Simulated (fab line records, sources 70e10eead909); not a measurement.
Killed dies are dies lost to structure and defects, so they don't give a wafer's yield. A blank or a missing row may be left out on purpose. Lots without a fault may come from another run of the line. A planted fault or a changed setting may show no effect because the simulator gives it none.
Problem report in the 8D (eight disciplines) form, filled by code | flow nand_harc | the parts of the form that need people (team, actions taken, sign-off) are left out

1. THE PROBLEM
sort_bin_2_pct at NHARC_END_SORT_01 reads a mean of 95.0 % on 6 wafers of 2 lots; wafers without a fault read 3.1 % with a standard deviation of 1.2. That is +77 standard deviations from the usual mean.
First seen on wafer L488.1, day 26 19:24, on prober-02. The record holds 6 wafers of 2 lots with a number at this step. Rule for "out", or "out of limits": more than 4 standard deviations from the usual mean. The other wafers with a number count as sound.

2. WHAT IT IS AND WHAT IT IS NOT
question                    | is                                                                                                                  | is not
which readings at this step | sort_bin_2_pct, defect_limited_yield, killed_at_array, killed_dies, sort_n_pass, sort_rim_yield_pct, sort_yield_pct | killed_at_periphery, killed_open, killed_short, sort_bin_3_pct, sort_bin_4_pct
which lots                  | L487, L488                                                                                                          | -
which wafers of those lots  | all that have a number                                                                                              | -
read on which gauges        | prober-01, prober-02                                                                                                | -
when                        | from day 26 19:24                                                                                                   | up to then (0 sound wafers)

3. SUSPECTS, AND WHAT RULES EACH OUT
Counting: a tool at a process step up to the reading stays a suspect if it ran every lot that is out and no sound lot after the first of them.
- the gauge at NHARC_END_SORT_01: ruled out. The wafers that are out were read on 2 gauges (prober-01, prober-02).
- rie_diel-09 at NHARC_A_BONDPAD_STRIP_15 (strips in O2): kept. It ran every lot that is out, first L488 (day 25 07:32), and no sound lot after that.
- pvd_sputter-03 at NHARC_A_BONDPAD_PRE_CLEAN_26 (time 30 s): kept. It ran every lot that is out, first L488 (day 26 19:24), and no sound lot after that. NHARC_A_BONDPAD_PRE_CLEAN_26 gives no start for some lots, so the hours and the order of its lots are those of NHARC_END_SORT_01.
- pvd_sputter-03 at NHARC_A_BONDPAD_PVD_17 (deposits TaN, target thk 5 nm, time 8.06 s): kept. It ran every lot that is out, first L488 (day 26 19:24), and no sound lot after that. NHARC_A_BONDPAD_PVD_17 gives no start for some lots, so the hours and the order of its lots are those of NHARC_END_SORT_01.
- pvd_sputter-03 at NHARC_A_BONDPAD_PVD_27 (deposits Cu, target thk 30 nm, time 20.49 s): kept. It ran every lot that is out, first L488 (day 26 19:24), and no sound lot after that. NHARC_A_BONDPAD_PVD_27 gives no start for some lots, so the hours and the order of its lots are those of NHARC_END_SORT_01.
Left after counting: rie_diel-09 at NHARC_A_BONDPAD_STRIP_15, pvd_sputter-03 at NHARC_A_BONDPAD_PRE_CLEAN_26, pvd_sputter-03 at NHARC_A_BONDPAD_PVD_17, pvd_sputter-03 at NHARC_A_BONDPAD_PVD_27.

4. THE CAUSE (what the simulator had put in)
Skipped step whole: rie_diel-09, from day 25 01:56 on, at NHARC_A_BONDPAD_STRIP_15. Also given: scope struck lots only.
Counting left 4 suspects, and this tool is among them.

5. THE CHAIN OF EFFECTS, in route order
Each row: a reading whose mean over the struck wafers that have a number lies more than 3 standard deviations from the usual. Only readings for which the record gives a usual standard deviation are gone through. hours: the time from each lot's start at the first step in this table that gives one to its start at this step, as a median over the lots. sigmas: the change in usual standard deviations.
hours | step              | reading              | usual  | on struck wafers | change | sigmas
0     | NHARC_END_SORT_01 | defect_limited_yield | 91.4 % | 0.0              | -91.4  | -34
0     | NHARC_END_SORT_01 | killed_at_array      | 53     | 672              | +620   | +34
0     | NHARC_END_SORT_01 | killed_dies          | 58     | 677              | +619   | +34
0     | NHARC_END_SORT_01 | sort_bin_2_pct       | 3.1 %  | 95.0             | +91.9  | +77
0     | NHARC_END_SORT_01 | sort_n_pass          | 619    | 0                | -619   | -34
0     | NHARC_END_SORT_01 | sort_rim_yield_pct   | 88 %   | 0                | -88    | -21
0     | NHARC_END_SORT_01 | sort_yield_pct       | 91.4 % | 0.0              | -91.4  | -34
Readings that are blank on the struck wafers while sound wafers have them: chamber_pressure_mTorr at NHARC_A_BONDPAD_STRIP_15; drypump_motor_current_A at NHARC_A_BONDPAD_STRIP_15; oes_product_au at NHARC_A_BONDPAD_STRIP_15; rf_vpp_V at NHARC_A_BONDPAD_STRIP_15; showerhead_plenum_p_Torr at NHARC_A_BONDPAD_STRIP_15; throttle_valve_pct at NHARC_A_BONDPAD_STRIP_15.

6. WHAT WOULD HAVE CAUGHT IT SOONER
In this record the first reading out of limits at a measuring or inspecting step was taken at day 26 19:24, 41 hours after the fault began at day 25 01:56.
At NHARC_A_BONDPAD_STRIP_15 the tool's readings are blank on the struck wafers, where sound wafers have them: an empty tool record is the first sign, and it was there at once.
All the lots that are out (2) had begun NHARC_A_BONDPAD_STRIP_15 on rie_diel-09 by day 26 19:24. A hold on the tool at that time would have spared none of them.
